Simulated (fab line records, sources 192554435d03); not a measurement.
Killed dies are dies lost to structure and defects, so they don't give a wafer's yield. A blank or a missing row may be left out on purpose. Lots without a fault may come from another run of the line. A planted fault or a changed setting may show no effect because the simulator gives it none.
Chamber matching | flow n5_finfet | N5_DUMMY_GATE_ETCH_31 on rie_diel-04: 4 sister chambers
The step etches SiO2 in C4F6/O2, target depth 82.5 nm, time 27.5 s. 16 wafers are shown with their chamber, then 8 later ones without.

WAFERS WITH THEIR CHAMBER
wafer  | chamber | showerhead_plenum_p_Torr (Torr) | rf_vpp_V (V) | drypump_motor_current_A (A)
L077.4 | 3       | 2.79                            | 651          | 5.7
L077.5 | 0       | 2.82                            | 646          | 5.8
L077.6 | 3       | 2.80                            | 650          | 5.6
L080.2 | 0       | 2.82                            | 646          | 5.8
L080.4 | 3       | 2.79                            | 652          | 5.6
L080.5 | 2       | 2.99                            | 680          | 5.3
L081.1 | 2       | 2.99                            | 681          | 5.3
L081.2 | 1       | 2.73                            | 650          | 6.3
L081.6 | 1       | 2.73                            | 650          | 6.3
L083.2 | 1       | 2.73                            | 650          | 6.3
L083.3 | 2       | 2.98                            | 680          | 5.2
L083.6 | 3       | 2.79                            | 651          | 5.7
L090.2 | 1       | 2.73                            | 650          | 6.2
L090.4 | 3       | 2.79                            | 653          | 5.6
L090.6 | 3       | 2.79                            | 652          | 5.7
L092.1 | 0       | 2.81                            | 647          | 5.8

SIGNATURES (means of the wafers above)
reading                  | chamber 0 | chamber 1 | chamber 2 | chamber 3 | scatter within a chamber
showerhead_plenum_p_Torr | 2.8167    | 2.7300    | 2.9867    | 2.7917    | 0.00425
rf_vpp_V                 | 646.33    | 650.00    | 680.33    | 651.50    | 0.755
drypump_motor_current_A  | 5.800     | 6.275     | 5.267     | 5.650     | 0.0493
Rule: a wafer's distance from a chamber is the root of the sum, over the readings, of the square of ((its reading less the chamber's mean) divided by the reading's scatter). The wafer belongs to the nearest chamber; if the next one is less than 2 further off, it can't be placed. The scatter: the root of (the sum of the squares of (reading less its chamber's mean) over the shown wafers, divided by (wafers less chambers)).

WAFERS WITHOUT THEIR CHAMBER
wafer  | showerhead_plenum_p_Torr (Torr) | rf_vpp_V (V) | drypump_motor_current_A (A)
L092.2 | 2.73                            | 649          | 6.3
L092.4 | 2.98                            | 680          | 5.2
L095.2 | 2.81                            | 646          | 5.8
L095.5 | 2.98                            | 680          | 5.3
L095.6 | 2.72                            | 650          | 6.3
L097.1 | 2.72                            | 650          | 6.3
L097.5 | 2.97                            | 682          | 5.2
L097.6 | 2.72                            | 649          | 6.2

WHICH CHAMBER EACH WENT THROUGH
wafer  | from the rows above | in truth
L092.2 | 1                   | 1
L092.4 | 2                   | 2
L095.2 | 0                   | 0
L095.5 | 2                   | 2
L095.6 | 1                   | 1
L097.1 | 1                   | 1
L097.5 | 2                   | 2
L097.6 | 1                   | 1
Placed correctly: 8 of 8. Can't be placed from these rows: 0. Placed wrongly: 0.
